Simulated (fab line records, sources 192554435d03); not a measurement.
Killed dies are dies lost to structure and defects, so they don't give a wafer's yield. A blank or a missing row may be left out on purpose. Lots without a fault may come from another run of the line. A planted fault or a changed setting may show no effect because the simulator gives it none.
Which tool did it? | flow n5_finfet | 10 lots, 30 wafers sampled, at 4 steps of a route of 1938

WHAT THE GAUGES READ, wafer by wafer
N5_ILD0_THK_MEAS_08.
lot  | measured    | on            | thk_nm (nm)
L831 | day 5 01:29 | film_metro-01 | 200.9 199.3 197.8
L832 | day 5 09:01 | film_metro-02 | 199.4 196.6 196.6
L833 | day 5 17:34 | film_metro-02 | 197.4 198.0 197.4
L837 | day 6 13:08 | film_metro-02 | 140.0 137.2 137.7
L839 | day 6 23:32 | film_metro-01 | 139.4 137.7 138.5
L840 | day 7 06:02 | film_metro-02 | 137.4 138.4 137.5
L841 | day 7 14:50 | film_metro-02 | 139.5 139.3 139.5
L842 | day 7 18:45 | film_metro-01 | 139.3 138.6 138.7
L848 | day 9 07:58 | film_metro-02 | 138.9 138.2 137.7
L847 | day 9 09:20 | film_metro-02 | 140.7 139.9 137.2

WHICH TOOL RAN EACH LOT (tool, then ch and the chambers of the sampled wafers, then the start)
lot  | N5_SD_EPI_P_STRIP_40                | N5_ILD0_LINER_00                 | N5_ILD0_CMP_07
L831 | plasma_asher-02 ch 0,1, day 4 18:47 | ald_sin-02 ch 0,1,3, day 4 22:29 | cmp-03 ch 1,2,3, day 5 01:11
L832 | plasma_asher-02 ch 0,1, day 5 02:17 | ald_sin-04 ch 0,2, day 5 06:01   | cmp-03 ch 1,2,3, day 5 08:45
L833 | plasma_asher-01 ch 0,1, day 5 10:32 | ald_sin-01 ch 0,2, day 5 14:35   | cmp-01 ch 0,1, day 5 17:16
L837 | plasma_asher-01 ch 0,1, day 6 06:01 | ald_sin-02 ch 0,1,3, day 6 10:08 | cmp-03 ch 0,2,3, day 6 12:50
L839 | plasma_asher-02 ch 0,1, day 6 15:55 | ald_sin-02 ch 2,3, day 6 20:33   | cmp-02 ch 0,1,2, day 6 23:19
L840 | plasma_asher-01 ch 0,1, day 6 23:22 | ald_sin-04 ch 0,1, day 7 03:02   | cmp-01 ch 1,3, day 7 05:44
L841 | plasma_asher-02 ch 0,1, day 7 08:04 | ald_sin-01 ch 0,1, day 7 11:51   | cmp-02 ch 0,2,3, day 7 14:37
L842 | plasma_asher-02 ch 0,1, day 7 11:16 | ald_sin-02 ch 0,1,3, day 7 15:46 | cmp-01 ch 0,1,3, day 7 18:28
L848 | plasma_asher-01 ch 0,1, day 9 01:06 | ald_sin-04 ch 0,1,2, day 9 04:47 | cmp-03 ch 0,1,3, day 9 07:43
L847 | plasma_asher-02 ch 0,1, day 9 02:29 | ald_sin-02 ch 0,1,3, day 9 06:20 | cmp-03 ch 0,2,3, day 9 09:03
- N5_SD_EPI_P_STRIP_40: strips in N2/H2.
- N5_ILD0_LINER_00: material SiNx, target thk 4 nm, pulse time 1 s, purge time 2 s.
- N5_ILD0_CMP_07: polishes SiO2 flowable, stops on poly-Si, t overpolish 1.18 s, target thk 138.88 nm.

THE ANSWER, worked out from the rows above alone
Rule: what is usual is taken from the lots themselves. Put in order of their means at a reading, lots are off if they are a third of the lots or fewer, leave a main group of 4 or more, and stand apart from it by a gap of 3 or more times the standard deviation of the main group's means; of several such gaps the widest counts. A main group whose means are all the same, to the digits that the tables above print for the reading, isn't used. A lot without any number at a reading at which 4 lots or more have one is off too. The other lots that the step has rows for count as sound.
Off: L831, L832, L833, at N5_ILD0_THK_MEAS_08 (thk_nm). The main group: mean 138.6 nm, standard deviation 0.55.
A tool fits if, at a process step before that reading, it ran every lot that is off, and no sound lot after the first of them. The gauges at N5_ILD0_THK_MEAS_08 are tried like those tools. None of those tried fits.

WHAT THE SIMULATOR HAD PUT IN
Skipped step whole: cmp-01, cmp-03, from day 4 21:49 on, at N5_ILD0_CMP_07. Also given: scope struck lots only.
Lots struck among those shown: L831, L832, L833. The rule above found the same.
